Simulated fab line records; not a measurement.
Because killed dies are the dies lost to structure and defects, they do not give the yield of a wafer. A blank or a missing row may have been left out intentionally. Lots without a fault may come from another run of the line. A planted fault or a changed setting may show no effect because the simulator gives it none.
Which tool was responsible? | flow n5Finfet | 12 lots, 30 wafers sampled, at 5 steps of a route of 1938

WHAT EACH GAUGE READ, for each wafer
N5_ILD0_THK_MEAS_08.
lot  | measured    | on           | thkNm (nm)
L188 | day 3 21:37 | filmMetro-02 | 138.9 140.0
L190 | day 4 14:14 | filmMetro-02 | 138.7 138.4 141.8
L192 | day 4 22:28 | filmMetro-02 | 141.3 136.6 137.3
L200 | day 7 01:20 | filmMetro-02 | 140.6 140.3
L201 | day 7 14:08 | filmMetro-02 | 139.1 139.9
L202 | day 7 18:47 | filmMetro-02 | 140.5 140.3 139.9
L204 | day 8 00:38 | filmMetro-02 | 140.5 141.1 141.0
L205 | day 8 06:38 | filmMetro-01 | 137.7 139.9 140.3
L207 | day 8 16:25 | filmMetro-01 | 140.4 141.7 140.7
L208 | day 8 19:29 | filmMetro-02 | 139.9 137.2
L209 | day 9 00:50 | filmMetro-01 | 137.1 139.8
L210 | day 9 12:06 | filmMetro-01 | 138.4 138.6

N5_BEOL_M4_RC_MEAS_101.
lot  | measured     | on        | DIBL_N (mV/V)  | DIBL_P (mV/V)  | IOFF_N (nA/um) | IOFF_P (nA/um) | ION_N (uA/um) | ION_P (uA/um) | SS_N (mV/dec)  | SS_P (mV/dec)  | VT_N (mV)   | VT_P (mV)
L188 | day 7 20:10  | prober-01 | 35.2 36.8      | 35.1 35.2      | 0.17 0.21      | 0.22 0.22      | 691 694       | 472 466       | 70.9 71.7      | 73.1 73.5      | 244 242     | -245 -246
L190 | day 8 14:39  | prober-01 | 36.7 37.8 34.0 | 37.6 38.4 33.3 | 0.18 0.21 0.13 | 0.24 0.24 0.16 | 670 678 667   | 463 455 459   | 72.8 73.3 72.2 | 73.0 74.1 73.1 | 249 250 257 | -249 -249 -254
L192 | day 9 00:43  | prober-02 | 36.9 37.0 37.0 | 37.7 39.5 38.4 | 0.20 0.18 0.18 | 0.25 0.28 0.26 | 705 681 692   | 478 474 479   | 71.5 71.4 71.2 | 73.2 74.4 73.7 | 244 249 247 | -246 -249 -248
L200 | day 11 03:13 | prober-01 | 37.8 35.9      | 37.0 37.3      | 0.22 0.17      | 0.23 0.24      | 678 665       | 454 459       | 72.3 71.3      | 73.3 73.5      | 245 249     | -250 -245
L201 | day 12 04:47 | prober-02 | 35.2 32.2      | 36.0 30.1      | 0.17 0.10      | 0.22 0.13      | 695 655       | 472 448       | 71.0 70.8      | 73.5 71.6      | 248 257     | -248 -258
L202 | day 12 04:15 | prober-01 | 38.6 38.6 35.6 | 39.3 39.2 36.2 | 0.22 0.21 0.17 | 0.24 0.26 0.20 | 685 683 696   | 466 472 474   | 72.4 72.2 71.3 | 73.3 73.0 72.3 | 248 248 248 | -251 -248 -249
L204 | day 12 05:52 | prober-02 | 33.6 35.3 34.5 | 34.1 36.7 37.0 | 0.12 0.14 0.14 | 0.17 0.20 0.21 | 669 647 688   | 457 447 473   | 71.5 71.2 70.9 | 72.7 72.7 73.6 | 255 251 250 | -253 -249 -249
L205 | day 12 08:45 | prober-02 | 33.8 41.3 34.4 | 34.0 42.8 34.7 | 0.11 0.28 0.13 | 0.18 0.35 0.19 | 664 705 673   | 460 482 464   | 70.7 72.3 70.6 | 72.6 74.6 72.5 | 254 240 252 | -251 -243 -252
L207 | day 12 12:43 | prober-01 | 36.8 31.9 35.9 | 37.8 32.6 36.6 | 0.16 0.09 0.15 | 0.21 0.15 0.20 | 685 660 676   | 465 463 468   | 71.4 70.5 71.2 | 73.6 71.4 72.9 | 250 258 251 | -248 -256 -251
L208 | day 13 08:21 | prober-01 | 36.6 37.0      | 36.4 37.0      | 0.14 0.16      | 0.22 0.24      | 661 672       | 458 466       | 71.7 71.4      | 73.2 73.7      | 253 249     | -250 -249
L209 | day 13 13:23 | prober-01 | 34.7 33.0      | 35.0 31.9      | 0.12 0.11      | 0.17 0.15      | 664 663       | 460 464       | 71.2 70.9      | 72.7 71.9      | 254 258     | -253 -256
L210 | day 13 23:28 | prober-01 | 38.3 39.1      | 37.2 37.9      | 0.19 0.21      | 0.21 0.22      | 689 679       | 465 454       | 72.3 73.5      | 74.2 73.3      | 249 246     | -253 -250

TOOL THAT RAN EACH LOT (tool first, then ch and the chambers of the sampled wafers, then the start)
lot  | N5_SD_EPI_P_ETCH_37              | N5_SD_ACTIVATION_LSA_01          | N5_ILD0_CMP_03
L188 | rieDiel-02 ch 2,3, day 3 13:52   | laserAnneal-01 ch 0, day 3 18:02 | cmp-04 ch 0, day 3 21:02
L190 | rieDiel-01 ch 1,2,3, day 4 03:13 | laserAnneal-02 ch 0, day 4 10:41 | cmp-04 ch 0,3, day 4 13:35
L192 | rieDiel-06 ch 0,2,3, day 4 12:23 | laserAnneal-02 ch 0, day 4 16:16 | cmp-04 ch 0,2,3, day 4 21:55
L200 | rieDiel-01 ch 1,2, day 6 17:55   | laserAnneal-02 ch 0, day 6 21:51 | cmp-02 ch 0,1, day 7 00:49
L201 | rieDiel-06 ch 0,1, day 7 06:03   | laserAnneal-02 ch 0, day 7 10:43 | cmp-02 ch 1,2, day 7 13:40
L202 | rieDiel-06 ch 0,1,2, day 7 10:13 | laserAnneal-02 ch 0, day 7 15:17 | cmp-01 ch 1,2,3, day 7 18:12
L204 | rieDiel-06 ch 1,2,3, day 7 14:23 | laserAnneal-01 ch 0, day 7 19:21 | cmp-04 ch 0,1, day 8 00:03
L205 | rieDiel-06 ch 0,3, day 7 23:00   | laserAnneal-01 ch 0, day 8 02:52 | cmp-02 ch 0,2, day 8 06:02
L207 | rieDiel-01 ch 0,1,3, day 8 06:31 | laserAnneal-02 ch 0, day 8 11:14 | cmp-04 ch 0,2,3, day 8 15:42
L208 | rieDiel-01 ch 1,2, day 8 10:50   | laserAnneal-01 ch 0, day 8 15:40 | cmp-04 ch 2,3, day 8 19:01
L209 | rieDiel-01 ch 0,1, day 8 16:46   | laserAnneal-02 ch 0, day 8 20:46 | cmp-04 ch 0,3, day 9 00:22
L210 | rieDiel-02 ch 1,2, day 9 03:30   | laserAnneal-01 ch 0, day 9 08:26 | cmp-01 ch 0,1, day 9 11:34
- N5_SD_EPI_P_ETCH_37: etches SOC in N2/H2, overetch 108 nm, time 486 s.
- N5_SD_ACTIVATION_LSA_01: time 0.0008 s.
- N5_ILD0_CMP_03: polishes, stops on SiNx, t overpolish 1.9 s, target thk 197.38 nm.

AS READ BY THE TOOLS THEMSELVES (means over the sampled wafers that have a number; for cases with no such wafer, the mark the record gives instead)
N5_SD_EPI_P_ETCH_37.
lot  | tool       | drypumpMotorCurrentA (A) | oesProductAu (a.u.) | rfVppV (V) | showerheadPlenumPTorr (Torr) | throttleValvePct (%)
L188 | rieDiel-02 | 5.7                      | 0.66                | 241.1      | 2.55                         | 23.8
L190 | rieDiel-01 | 5.6                      | 0.67                | 241.6      | 2.56                         | 23.9
L192 | rieDiel-06 | 5.1                      | 0.71                | 240.2      | 2.55                         | 23.8
L200 | rieDiel-01 | 5.7                      | 0.66                | 241.3      | 2.58                         | 24.1
L201 | rieDiel-06 | 5.7                      | 0.65                | 241.6      | 2.65                         | 24.2
L202 | rieDiel-06 | 5.5                      | 0.69                | 241.8      | 2.62                         | 24.0
L204 | rieDiel-06 | 5.3                      | 0.68                | 241.0      | 2.53                         | 23.9
L205 | rieDiel-06 | 5.0                      | 0.63                | 239.8      | 2.48                         | 24.0
L207 | rieDiel-01 | 5.3                      | 0.69                | 241.8      | 2.57                         | 23.8
L208 | rieDiel-01 | 5.7                      | 0.66                | 240.9      | 2.57                         | 24.1
L209 | rieDiel-01 | 5.4                      | 0.72                | 242.1      | 2.59                         | 23.8
L210 | rieDiel-02 | 5.8                      | 0.64                | 241.5      | 2.54                         | 23.5

N5_SD_ACTIVATION_LSA_01.
lot  | tool           | wafer_temp_C_max
L188 | laserAnneal-01 | 1084.7
L190 | laserAnneal-02 | 1086.0
L192 | laserAnneal-02 | 1086.0
L200 | laserAnneal-02 | 1084.8
L201 | laserAnneal-02 | 1084.6
L202 | laserAnneal-02 | 1084.0
L204 | laserAnneal-01 | 1084.8
L205 | laserAnneal-01 | 1084.6
L207 | laserAnneal-02 | 1084.0
L208 | laserAnneal-01 | 1085.5
L209 | laserAnneal-02 | 1084.8
L210 | laserAnneal-01 | 1084.3

N5_ILD0_CMP_03.
lot  | tool   | motorCurrentA (A) | overpolishRunS (s) | platenRpm (rpm) | timeToEndpointS (s)
L188 | cmp-04 | 13.1              | 1.902              | 51.77           | 69
L190 | cmp-04 | 12.9              | 1.897              | 49.76           | 76
L192 | cmp-04 | 12.8              | 1.891              | 49.73           | 74
L200 | cmp-02 | 11.4              | 1.889              | 51.76           | 73
L201 | cmp-02 | 11.3              | 1.906              | 51.77           | 74
L202 | cmp-01 | 13.0              | 1.901              | 51.77           | 69
L204 | cmp-04 | 13.2              | 1.904              | 51.77           | 80
L205 | cmp-02 | 11.9              | 1.902              | 51.85           | 76
L207 | cmp-04 | 12.4              | 1.917              | 51.79           | 78
L208 | cmp-04 | 12.8              | 1.911              | 51.80           | 76
L209 | cmp-04 | 12.8              | 1.899              | 51.81           | 76
L210 | cmp-01 | 14.5              | 1.899              | 51.76           | 68

THE ANSWER, worked out from the rows above alone
Rule: what is usual is taken from the lots themselves. Put in order of their means at a reading, lots are off if they are a third of the lots or fewer, leave a main group of 4 or more, and stand apart from it by a gap of 3 or more times the standard deviation of the main group's means; of several such gaps the widest counts. A main group is skipped when, at the precision printed for the reading in the tables above, its means are all equal. A lot without any number at a reading at which 4 lots or more have one is off too. All remaining lots with rows at the step are treated as sound. First the gauges in route order, then the tools' own readings, where a lot's mean is used as printed above. At the first step where some lot is off, the reading lying furthest off is the one used; lots without a number count as furthest.
Off, at N5_ILD0_CMP_03 on platenRpm: L190, L192. The main group: mean 51.79 rpm, standard deviation 0.027.
If a tool, at that step or one of the process steps before it, ran each lot that is off and ran no sound lot following the first of them, it fits. No candidate that was tried fits.

WHAT THE SIMULATOR HAD INSERTED
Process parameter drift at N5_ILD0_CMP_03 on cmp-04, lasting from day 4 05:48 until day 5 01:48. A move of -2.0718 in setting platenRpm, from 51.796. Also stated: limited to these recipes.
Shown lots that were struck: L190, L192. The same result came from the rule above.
